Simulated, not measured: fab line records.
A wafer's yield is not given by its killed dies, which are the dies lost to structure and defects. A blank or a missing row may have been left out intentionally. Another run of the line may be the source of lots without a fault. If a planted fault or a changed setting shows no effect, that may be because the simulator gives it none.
Chamber matching	flow nand harc	4 sister chambers for NHARC_A_WL_FILL_ALD_00 on ald hk-03
The step deposits Al2O3, target thk 3 nm, pulse time 3 s, ald cycles 30. 4 wafers are shown with their chamber, then 7 later ones without.

WAFERS, EACH WITH ITS CHAMBER
wafer	chamber	heater power w (W)
L083.5	2	609
L086.5	3	438
L090.1	1	515
L090.4	0	448

WAFERS WITHOUT THEIR CHAMBER
wafer	heater power w (W)
L090.5	439
L094.1	525
L094.2	459
L094.3	558
L097.1	448
L097.5	564
L097.6	532

EACH ONE'S CHAMBER
wafer	from the rows above	in truth
L090.5	can't be placed: 3 or 0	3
L094.1	1	1
L094.2	can't be placed: 0 or 3 or 1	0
L094.3	can't be placed: 1 or 2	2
L097.1	can't be placed: 0 or 3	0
L097.5	can't be placed: 2 or 1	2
L097.6	1	1
Correct placement for 2 of the 7. Can't be placed from these rows: 5 (the true chamber is among the candidates in 5). Wrongly placed: 0.
How it was worked out, from the rows above alone: a wafer's distance from a chamber is the root of the sum, over the readings, of the square of ((its reading less the chamber's mean) divided by the reading's scatter). The wafer belongs to the nearest chamber; if the next one is less than 2 further off, it can't be placed. A chamber's mean is the mean of its shown wafers. The scatter: root of mean squared gap, hidden wafer to nearest shown wafer, with one shown wafer a chamber.
